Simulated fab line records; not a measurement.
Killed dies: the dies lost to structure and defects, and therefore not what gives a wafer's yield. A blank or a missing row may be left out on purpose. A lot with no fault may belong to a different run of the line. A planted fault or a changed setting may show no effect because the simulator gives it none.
Which tool did it? || flow n5 finfet || Sampling: 14 lots, 38 wafers, 4 of 1938 route steps

## WHAT THE GAUGES SHOWED, per wafer
The record lacks any reading of a measuring or inspecting step that a usual standard deviation could be used to judge.

## WHAT TOOL EACH LOT RAN ON (gives the tool, then ch and the chambers of the sampled wafers, and finally the start)
{"lot": "L218", "N5_PASSIVATION_DESCUM_12": "rie diel-05 ch 2,3, day 11 04:24", "N5_PASSIVATION_ETCH_15": "rie diel-05 ch 2,3, day 11 05:59 or earlier", "N5_PASSIVATION_EXPOSE_27": "krf scanner-01 ch 0, day 11 05:59", "N5_PASSIVATION_DESCUM_32": "rie diel-06 ch 2,3, day 11 06:23"}
{"lot": "L220", "N5_PASSIVATION_DESCUM_12": "rie diel-05 ch 1, day 11 09:01", "N5_PASSIVATION_ETCH_15": "rie diel-05 ch 1, day 11 10:35 or earlier", "N5_PASSIVATION_EXPOSE_27": "krf scanner-02 ch 0, day 11 10:35", "N5_PASSIVATION_DESCUM_32": "rie diel-04 ch 0,1, day 11 10:53"}
{"lot": "L224", "N5_PASSIVATION_DESCUM_12": "rie diel-01 ch 0,2,3, day 12 09:13", "N5_PASSIVATION_ETCH_15": "rie diel-01 ch 0,2,3, day 12 10:22 or earlier", "N5_PASSIVATION_EXPOSE_27": "krf scanner-01 ch 0, day 12 10:22", "N5_PASSIVATION_DESCUM_32": "rie diel-02 ch 0,1, day 12 10:38"}
{"lot": "L222", "N5_PASSIVATION_DESCUM_12": "rie diel-03 ch 1,2, day 12 18:37", "N5_PASSIVATION_ETCH_15": "rie diel-03 ch 1,2, day 12 20:25 or earlier", "N5_PASSIVATION_EXPOSE_27": "krf scanner-02 ch 0, day 12 20:25", "N5_PASSIVATION_DESCUM_32": "rie diel-04 ch 0,1,3, day 12 20:41"}
{"lot": "L227", "N5_PASSIVATION_DESCUM_12": "rie diel-05 ch 0,1,2, day 13 05:53", "N5_PASSIVATION_ETCH_15": "rie diel-05 ch 0,1,2, day 13 07:13 or earlier", "N5_PASSIVATION_EXPOSE_27": "krf scanner-02 ch 0, day 13 07:13", "N5_PASSIVATION_DESCUM_32": "rie diel-04 ch 0,1,3, day 13 07:27"}
{"lot": "L226", "N5_PASSIVATION_DESCUM_12": "rie diel-05 ch 0,2, day 13 09:56", "N5_PASSIVATION_ETCH_15": "rie diel-05 ch 0,2, day 13 11:05 or earlier", "N5_PASSIVATION_EXPOSE_27": "krf scanner-02 ch 0, day 13 11:05", "N5_PASSIVATION_DESCUM_32": "rie diel-02 ch 1,3, day 13 11:21"}
{"lot": "L228", "N5_PASSIVATION_DESCUM_12": "rie diel-03 ch 1,2,3, day 13 10:03", "N5_PASSIVATION_ETCH_15": "rie diel-03 ch 1,2,3, day 13 11:18 or earlier", "N5_PASSIVATION_EXPOSE_27": "krf scanner-01 ch 0, day 13 11:18", "N5_PASSIVATION_DESCUM_32": "rie diel-04 ch 1,2, day 13 11:55"}
{"lot": "L229", "N5_PASSIVATION_DESCUM_12": "rie diel-03 ch 1,3, day 13 22:20", "N5_PASSIVATION_ETCH_15": "rie diel-03 ch 1,3, day 14 00:35 or earlier", "N5_PASSIVATION_EXPOSE_27": "krf scanner-02 ch 0, day 14 00:35", "N5_PASSIVATION_DESCUM_32": "rie diel-02 ch 0,2, day 14 00:50"}
{"lot": "L231", "N5_PASSIVATION_DESCUM_12": "rie diel-03 ch 1,2, day 14 08:08", "N5_PASSIVATION_ETCH_15": "rie diel-03 ch 1,2, day 14 09:20 or earlier", "N5_PASSIVATION_EXPOSE_27": "krf scanner-02 ch 0, day 14 09:20", "N5_PASSIVATION_DESCUM_32": "rie diel-06 ch 1,3, day 14 09:35"}
{"lot": "L230", "N5_PASSIVATION_DESCUM_12": "rie diel-05 ch 0,1,2, day 14 08:38", "N5_PASSIVATION_ETCH_15": "rie diel-05 ch 0,1,2, day 14 10:25 or earlier", "N5_PASSIVATION_EXPOSE_27": "krf scanner-01, day 14 10:25", "N5_PASSIVATION_DESCUM_32": "rie diel-04 ch 0,2, day 14 10:40"}
{"lot": "L232", "N5_PASSIVATION_DESCUM_12": "rie diel-01 ch 0,1, day 14 20:40", "N5_PASSIVATION_ETCH_15": "rie diel-01 ch 0,1, day 14 22:29 or earlier", "N5_PASSIVATION_EXPOSE_27": "krf scanner-02, day 14 22:29", "N5_PASSIVATION_DESCUM_32": "rie diel-02 ch 0,1,3, day 14 22:46"}
{"lot": "L234", "N5_PASSIVATION_DESCUM_12": "rie diel-03 ch 0,2,3, day 14 23:32", "N5_PASSIVATION_ETCH_15": "rie diel-03 ch 0,2,3, day 15 01:35 or earlier", "N5_PASSIVATION_EXPOSE_27": "krf scanner-02 ch 0, day 15 01:35", "N5_PASSIVATION_DESCUM_32": "rie diel-06 ch 2,3, day 15 01:56"}
{"lot": "L240", "N5_PASSIVATION_DESCUM_12": "rie diel-01 ch 0,1,3, day 16 21:39", "N5_PASSIVATION_ETCH_15": "rie diel-01 ch 0,1,3, day 16 23:17 or earlier", "N5_PASSIVATION_EXPOSE_27": "krf scanner-02 ch 0, day 16 23:17", "N5_PASSIVATION_DESCUM_32": "rie diel-06 ch 0,1,3, day 16 23:34"}
{"lot": "L241", "N5_PASSIVATION_DESCUM_12": "rie diel-05 ch 0,1, day 17 09:02", "N5_PASSIVATION_ETCH_15": "rie diel-05 ch 0,1, day 17 11:49 or earlier", "N5_PASSIVATION_EXPOSE_27": "krf scanner-02 ch 0, day 17 11:49", "N5_PASSIVATION_DESCUM_32": "rie diel-04 ch 1,2, day 17 12:05"}
- N5_PASSIVATION_DESCUM_12: chemistry O2, time 7.9 s.
- N5_PASSIVATION_ETCH_15: etches SiCN in CF4/N2, target depth 75 nm, time 81.2 s.
- N5_PASSIVATION_EXPOSE_27: exposes mask PAD, defocus 0 nm.
- N5_PASSIVATION_DESCUM_32: chemistry O2, time 7.9 s.

## AS READ BY THE TOOLS THEMSELVES (means over the sampled wafers that have a number; for cases with no such wafer, the mark the record gives instead)
N5_PASSIVATION_DESCUM_12. Usual: drypump motor current A 5.7 A, standard deviation 0.54; o2 flow sccm 225.0 sccm, standard deviation 0.6; oes product au 0.79 a.u., standard deviation 0.083; rf vpp V 243.1 V, standard deviation 1.5; showerhead plenum p Torr 2.09 Torr, standard deviation 0.084; throttle valve pct 20.39 %, standard deviation 0.21.
{"lot": "L218", "tool": "rie diel-05", "drypump motor current A (A)": 6.3, "o2 flow sccm (sccm)": 224.9, "oes product au (a.u.)": 0.74, "rf vpp V (V)": 244.6, "showerhead plenum p Torr (Torr)": 2.18, "throttle valve pct (%)": 20.16, "flag": ""}
{"lot": "L220", "tool": "rie diel-05", "drypump motor current A (A)": 6.1, "o2 flow sccm (sccm)": 225.2, "oes product au (a.u.)": 0.81, "rf vpp V (V)": 245.8, "showerhead plenum p Torr (Torr)": 2.20, "throttle valve pct (%)": 20.18, "flag": ""}
{"lot": "L224", "tool": "rie diel-01", "drypump motor current A (A)": 5.1, "o2 flow sccm (sccm)": 225.5, "oes product au (a.u.)": 0.82, "rf vpp V (V)": 242.0, "showerhead plenum p Torr (Torr)": 2.04, "throttle valve pct (%)": 20.48, "flag": ""}
{"lot": "L222", "tool": "rie diel-03", "drypump motor current A (A)": 5.4, "o2 flow sccm (sccm)": 224.5, "oes product au (a.u.)": 0.77, "rf vpp V (V)": 241.6, "showerhead plenum p Torr (Torr)": 2.01, "throttle valve pct (%)": 20.42, "flag": ""}
{"lot": "L227", "tool": "rie diel-05", "drypump motor current A (A)": 6.1, "o2 flow sccm (sccm)": 225.6, "oes product au (a.u.)": 0.77, "rf vpp V (V)": 244.2, "showerhead plenum p Torr (Torr)": 2.11, "throttle valve pct (%)": 20.27, "flag": ""}
{"lot": "L226", "tool": "rie diel-05", "drypump motor current A (A)": 6.2, "o2 flow sccm (sccm)": 225.3, "oes product au (a.u.)": 0.77, "rf vpp V (V)": 241.6, "showerhead plenum p Torr (Torr)": 2.06, "throttle valve pct (%)": 20.31, "flag": ""}
{"lot": "L228", "tool": "rie diel-03", "drypump motor current A (A)": 5.5, "o2 flow sccm (sccm)": 225.5, "oes product au (a.u.)": 0.84, "rf vpp V (V)": 243.3, "showerhead plenum p Torr (Torr)": 2.06, "throttle valve pct (%)": 20.33, "flag": ""}
{"lot": "L229", "tool": "rie diel-03", "drypump motor current A (A)": 5.9, "o2 flow sccm (sccm)": 225.8, "oes product au (a.u.)": 0.87, "rf vpp V (V)": 242.2, "showerhead plenum p Torr (Torr)": 2.07, "throttle valve pct (%)": 20.28, "flag": ""}
{"lot": "L231", "tool": "rie diel-03", "drypump motor current A (A)": 5.5, "o2 flow sccm (sccm)": 225.2, "oes product au (a.u.)": 0.78, "rf vpp V (V)": 241.7, "showerhead plenum p Torr (Torr)": 2.01, "throttle valve pct (%)": 20.40, "flag": ""}
{"lot": "L230", "tool": "rie diel-05", "drypump motor current A (A)": 6.1, "o2 flow sccm (sccm)": 225.6, "oes product au (a.u.)": 0.75, "rf vpp V (V)": 243.0, "showerhead plenum p Torr (Torr)": 2.10, "throttle valve pct (%)": 20.28, "flag": ""}
{"lot": "L232", "tool": "rie diel-01", "drypump motor current A (A)": 5.5, "o2 flow sccm (sccm)": 225.5, "oes product au (a.u.)": 0.80, "rf vpp V (V)": 243.9, "showerhead plenum p Torr (Torr)": 2.11, "throttle valve pct (%)": 20.58, "flag": ""}
{"lot": "L234", "tool": "rie diel-03", "drypump motor current A (A)": 5.4, "o2 flow sccm (sccm)": 224.9, "oes product au (a.u.)": 0.78, "rf vpp V (V)": 243.7, "showerhead plenum p Torr (Torr)": 2.08, "throttle valve pct (%)": 20.46, "flag": ""}
{"lot": "L240", "tool": "rie diel-01", "drypump motor current A (A)": 5.4, "o2 flow sccm (sccm)": 224.8, "oes product au (a.u.)": 0.84, "rf vpp V (V)": 244.3, "showerhead plenum p Torr (Torr)": 2.15, "throttle valve pct (%)": 20.43, "flag": ""}
{"lot": "L241", "tool": "rie diel-05", "drypump motor current A (A)": 5.9, "o2 flow sccm (sccm)": 224.9, "oes product au (a.u.)": 0.75, "rf vpp V (V)": 243.4, "showerhead plenum p Torr (Torr)": 2.10, "throttle valve pct (%)": 20.38, "flag": ""}

N5_PASSIVATION_ETCH_15. Usual: value, then standard deviation, for each; cf4 flow sccm 60.01 sccm / 0.17; drypump motor current A 5.7 A / 0.53; mfc ar sccm 100.0 sccm / 0.32; oes product au 0.80 a.u. / 0.082; rf vpp V 382.0 V / 2.2; showerhead plenum p Torr 2.19 Torr / 0.083; throttle valve pct 15.36 % / 0.21.
{"lot": "L218", "tool": "rie diel-05", "cf4 flow sccm (sccm)": 59.86, "drypump motor current A (A)": 6.2, "mfc ar sccm (sccm)": 99.7, "oes product au (a.u.)": 0.74, "rf vpp V (V)": 384.4, "showerhead plenum p Torr (Torr)": 2.28, "throttle valve pct (%)": 15.16, "flag": ""}
{"lot": "L220", "tool": "rie diel-05", "cf4 flow sccm (sccm)": 59.86, "drypump motor current A (A)": 6.1, "mfc ar sccm (sccm)": 100.0, "oes product au (a.u.)": 0.81, "rf vpp V (V)": 384.4, "showerhead plenum p Torr (Torr)": 2.32, "throttle valve pct (%)": 15.24, "flag": ""}
{"lot": "L224", "tool": "rie diel-01", "cf4 flow sccm (sccm)": 60.13, "drypump motor current A (A)": 5.1, "mfc ar sccm (sccm)": 100.0, "oes product au (a.u.)": 0.83, "rf vpp V (V)": 380.7, "showerhead plenum p Torr (Torr)": 2.16, "throttle valve pct (%)": 15.49, "flag": ""}
{"lot": "L222", "tool": "rie diel-03", "cf4 flow sccm (sccm)": 60.05, "drypump motor current A (A)": 5.4, "mfc ar sccm (sccm)": 100.1, "oes product au (a.u.)": 0.76, "rf vpp V (V)": 380.7, "showerhead plenum p Torr (Torr)": 2.12, "throttle valve pct (%)": 15.47, "flag": ""}
{"lot": "L227", "tool": "rie diel-05", "cf4 flow sccm (sccm)": 60.05, "drypump motor current A (A)": 6.2, "mfc ar sccm (sccm)": 99.9, "oes product au (a.u.)": 0.79, "rf vpp V (V)": 382.1, "showerhead plenum p Torr (Torr)": 2.22, "throttle valve pct (%)": 15.25, "flag": ""}
{"lot": "L226", "tool": "rie diel-05", "cf4 flow sccm (sccm)": 59.96, "drypump motor current A (A)": 6.2, "mfc ar sccm (sccm)": 100.4, "oes product au (a.u.)": 0.77, "rf vpp V (V)": 381.4, "showerhead plenum p Torr (Torr)": 2.17, "throttle valve pct (%)": 15.25, "flag": ""}
{"lot": "L228", "tool": "rie diel-03", "cf4 flow sccm (sccm)": 60.01, "drypump motor current A (A)": 5.5, "mfc ar sccm (sccm)": 100.0, "oes product au (a.u.)": 0.83, "rf vpp V (V)": 380.9, "showerhead plenum p Torr (Torr)": 2.17, "throttle valve pct (%)": 15.30, "flag": ""}
{"lot": "L229", "tool": "rie diel-03", "cf4 flow sccm (sccm)": 60.06, "drypump motor current A (A)": 5.9, "mfc ar sccm (sccm)": 100.2, "oes product au (a.u.)": 0.86, "rf vpp V (V)": 381.8, "showerhead plenum p Torr (Torr)": 2.18, "throttle valve pct (%)": 15.23, "flag": ""}
{"lot": "L231", "tool": "rie diel-03", "cf4 flow sccm (sccm)": 59.91, "drypump motor current A (A)": 5.5, "mfc ar sccm (sccm)": 100.0, "oes product au (a.u.)": 0.77, "rf vpp V (V)": 380.2, "showerhead plenum p Torr (Torr)": 2.12, "throttle valve pct (%)": 15.46, "flag": ""}
{"lot": "L230", "tool": "rie diel-05", "cf4 flow sccm (sccm)": 60.02, "drypump motor current A (A)": 6.1, "mfc ar sccm (sccm)": 99.8, "oes product au (a.u.)": 0.77, "rf vpp V (V)": 381.9, "showerhead plenum p Torr (Torr)": 2.21, "throttle valve pct (%)": 15.27, "flag": ""}
{"lot": "L232", "tool": "rie diel-01", "cf4 flow sccm (sccm)": 60.06, "drypump motor current A (A)": 5.5, "mfc ar sccm (sccm)": 99.9, "oes product au (a.u.)": 0.82, "rf vpp V (V)": 382.9, "showerhead plenum p Torr (Torr)": 2.22, "throttle valve pct (%)": 15.50, "flag": ""}
{"lot": "L234", "tool": "rie diel-03", "cf4 flow sccm (sccm)": 59.90, "drypump motor current A (A)": 5.5, "mfc ar sccm (sccm)": 100.0, "oes product au (a.u.)": 0.77, "rf vpp V (V)": 381.2, "showerhead plenum p Torr (Torr)": 2.18, "throttle valve pct (%)": 15.42, "flag": ""}
{"lot": "L240", "tool": "rie diel-01", "cf4 flow sccm (sccm)": 60.04, "drypump motor current A (A)": 5.3, "mfc ar sccm (sccm)": 99.7, "oes product au (a.u.)": 0.86, "rf vpp V (V)": 384.1, "showerhead plenum p Torr (Torr)": 2.26, "throttle valve pct (%)": 15.39, "flag": ""}
{"lot": "L241", "tool": "rie diel-05", "cf4 flow sccm (sccm)": 59.97, "drypump motor current A (A)": 5.9, "mfc ar sccm (sccm)": 99.6, "oes product au (a.u.)": 0.75, "rf vpp V (V)": 382.3, "showerhead plenum p Torr (Torr)": 2.21, "throttle valve pct (%)": 15.40, "flag": ""}

N5_PASSIVATION_EXPOSE_27. Usual: exposure dose mJ cm2 32.29, standard deviation 0.034; focus offset nm 0.0 nm, standard deviation 0.5.
{"lot": "L218", "tool": "krf scanner-01", "exposure dose mJ cm2": 32.29, "focus offset nm (nm)": -0.3, "flag": ""}
{"lot": "L220", "tool": "krf scanner-02", "exposure dose mJ cm2": 32.31, "focus offset nm (nm)": 0.2, "flag": ""}
{"lot": "L224", "tool": "krf scanner-01", "exposure dose mJ cm2": 32.22, "focus offset nm (nm)": 0.1, "flag": ""}
{"lot": "L222", "tool": "krf scanner-02", "exposure dose mJ cm2": 32.24, "focus offset nm (nm)": -0.0, "flag": ""}
{"lot": "L227", "tool": "krf scanner-02", "exposure dose mJ cm2": 32.27, "focus offset nm (nm)": 0.2, "flag": ""}
{"lot": "L226", "tool": "krf scanner-02", "exposure dose mJ cm2": 32.31, "focus offset nm (nm)": 0.1, "flag": ""}
{"lot": "L228", "tool": "krf scanner-01", "exposure dose mJ cm2": 32.32, "focus offset nm (nm)": 0.4, "flag": ""}
{"lot": "L229", "tool": "krf scanner-02", "exposure dose mJ cm2": 32.35, "focus offset nm (nm)": 0.1, "flag": ""}
{"lot": "L231", "tool": "krf scanner-02", "exposure dose mJ cm2": 32.26, "focus offset nm (nm)": 0.4, "flag": ""}
{"lot": "L230", "tool": "krf scanner-01", "exposure dose mJ cm2": "-", "focus offset nm (nm)": "-", "flag": "OFF"}
{"lot": "L232", "tool": "krf scanner-02", "exposure dose mJ cm2": "-", "focus offset nm (nm)": "-", "flag": "OFF"}
{"lot": "L234", "tool": "krf scanner-02", "exposure dose mJ cm2": 32.28, "focus offset nm (nm)": -0.1, "flag": ""}
{"lot": "L240", "tool": "krf scanner-02", "exposure dose mJ cm2": 32.29, "focus offset nm (nm)": 0.0, "flag": ""}
{"lot": "L241", "tool": "krf scanner-02", "exposure dose mJ cm2": 32.28, "focus offset nm (nm)": 0.0, "flag": ""}

N5_PASSIVATION_DESCUM_32. Usual: drypump motor current A 5.7 A, standard deviation 0.37; o2 flow sccm 224.9 sccm, standard deviation 0.77; oes product au 0.82 a.u., standard deviation 0.092; rf vpp V 243.5 V, standard deviation 1.4; showerhead plenum p Torr 2.10 Torr, standard deviation 0.075; throttle valve pct 20.49 %, standard deviation 0.19.
{"lot": "L218", "tool": "rie diel-06", "drypump motor current A (A)": 5.6, "o2 flow sccm (sccm)": 225.2, "oes product au (a.u.)": 0.83, "rf vpp V (V)": 242.6, "showerhead plenum p Torr (Torr)": 2.01, "throttle valve pct (%)": 20.66, "flag": ""}
{"lot": "L220", "tool": "rie diel-04", "drypump motor current A (A)": 5.8, "o2 flow sccm (sccm)": 224.9, "oes product au (a.u.)": 0.80, "rf vpp V (V)": 242.0, "showerhead plenum p Torr (Torr)": 2.06, "throttle valve pct (%)": 20.46, "flag": ""}
{"lot": "L224", "tool": "rie diel-02", "drypump motor current A (A)": 5.4, "o2 flow sccm (sccm)": 225.2, "oes product au (a.u.)": 0.79, "rf vpp V (V)": 243.8, "showerhead plenum p Torr (Torr)": 2.12, "throttle valve pct (%)": 20.64, "flag": ""}
{"lot": "L222", "tool": "rie diel-04", "drypump motor current A (A)": 5.7, "o2 flow sccm (sccm)": 224.7, "oes product au (a.u.)": 0.75, "rf vpp V (V)": 243.1, "showerhead plenum p Torr (Torr)": 2.06, "throttle valve pct (%)": 20.58, "flag": ""}
{"lot": "L227", "tool": "rie diel-04", "drypump motor current A (A)": 5.7, "o2 flow sccm (sccm)": 224.5, "oes product au (a.u.)": 0.76, "rf vpp V (V)": 242.8, "showerhead plenum p Torr (Torr)": 2.06, "throttle valve pct (%)": 20.58, "flag": ""}
{"lot": "L226", "tool": "rie diel-02", "drypump motor current A (A)": 5.7, "o2 flow sccm (sccm)": 225.2, "oes product au (a.u.)": 0.74, "rf vpp V (V)": 244.6, "showerhead plenum p Torr (Torr)": 2.20, "throttle valve pct (%)": 20.75, "flag": ""}
{"lot": "L228", "tool": "rie diel-04", "drypump motor current A (A)": 5.7, "o2 flow sccm (sccm)": 223.7, "oes product au (a.u.)": 0.78, "rf vpp V (V)": 243.2, "showerhead plenum p Torr (Torr)": 2.06, "throttle valve pct (%)": 20.43, "flag": ""}
{"lot": "L229", "tool": "rie diel-02", "drypump motor current A (A)": 5.1, "o2 flow sccm (sccm)": 224.9, "oes product au (a.u.)": 0.73, "rf vpp V (V)": 243.3, "showerhead plenum p Torr (Torr)": 2.07, "throttle valve pct (%)": 20.58, "flag": ""}
{"lot": "L231", "tool": "rie diel-06", "drypump motor current A (A)": 6.0, "o2 flow sccm (sccm)": 225.4, "oes product au (a.u.)": 0.90, "rf vpp V (V)": 242.9, "showerhead plenum p Torr (Torr)": 2.08, "throttle valve pct (%)": 20.51, "flag": ""}
{"lot": "L230", "tool": "rie diel-04", "drypump motor current A (A)": 6.3, "o2 flow sccm (sccm)": 224.9, "oes product au (a.u.)": 0.70, "rf vpp V (V)": 242.1, "showerhead plenum p Torr (Torr)": 1.98, "throttle valve pct (%)": 20.47, "flag": ""}
{"lot": "L232", "tool": "rie diel-02", "drypump motor current A (A)": 5.6, "o2 flow sccm (sccm)": 224.2, "oes product au (a.u.)": 0.85, "rf vpp V (V)": 243.1, "showerhead plenum p Torr (Torr)": 2.15, "throttle valve pct (%)": 20.59, "flag": ""}
{"lot": "L234", "tool": "rie diel-06", "drypump motor current A (A)": 5.7, "o2 flow sccm (sccm)": 224.0, "oes product au (a.u.)": 0.89, "rf vpp V (V)": 243.2, "showerhead plenum p Torr (Torr)": 2.10, "throttle valve pct (%)": 20.57, "flag": ""}
{"lot": "L240", "tool": "rie diel-06", "drypump motor current A (A)": 6.0, "o2 flow sccm (sccm)": 225.1, "oes product au (a.u.)": 0.86, "rf vpp V (V)": 243.1, "showerhead plenum p Torr (Torr)": 2.08, "throttle valve pct (%)": 20.43, "flag": ""}
{"lot": "L241", "tool": "rie diel-04", "drypump motor current A (A)": 5.7, "o2 flow sccm (sccm)": 225.6, "oes product au (a.u.)": 0.84, "rf vpp V (V)": 244.2, "showerhead plenum p Torr (Torr)": 2.13, "throttle valve pct (%)": 20.37, "flag": ""}

## THE ANSWER, worked out from the rows above alone
Rule: a lot is off if the mean of its wafers that have a number lies more than 3 standard deviations from the usual mean. A lot without any number at a reading at which 4 lots or more have one is off too. Where the step has rows for the other lots, those lots are counted as sound. The gauges are gone through in route order, then the tools' own readings, and for those a lot's mean is taken as printed above. At the first step where some lot is off, the reading lying furthest off is the one used; lots without a number count as furthest.
Off, at N5_PASSIVATION_EXPOSE_27 on exposure dose mJ cm2: L230, L232. Without a number there: L230, L232.
A tool fits if, at that step or a process step before it, it ran every lot that is off, and no sound lot after the first of them. Because N5_PASSIVATION_ETCH_15 lacks a start for some lots, the hours and order of its lots are taken from N5_PASSIVATION_EXPOSE_27. None of those tried fits.

## WHAT THE SIMULATOR HAD INSERTED
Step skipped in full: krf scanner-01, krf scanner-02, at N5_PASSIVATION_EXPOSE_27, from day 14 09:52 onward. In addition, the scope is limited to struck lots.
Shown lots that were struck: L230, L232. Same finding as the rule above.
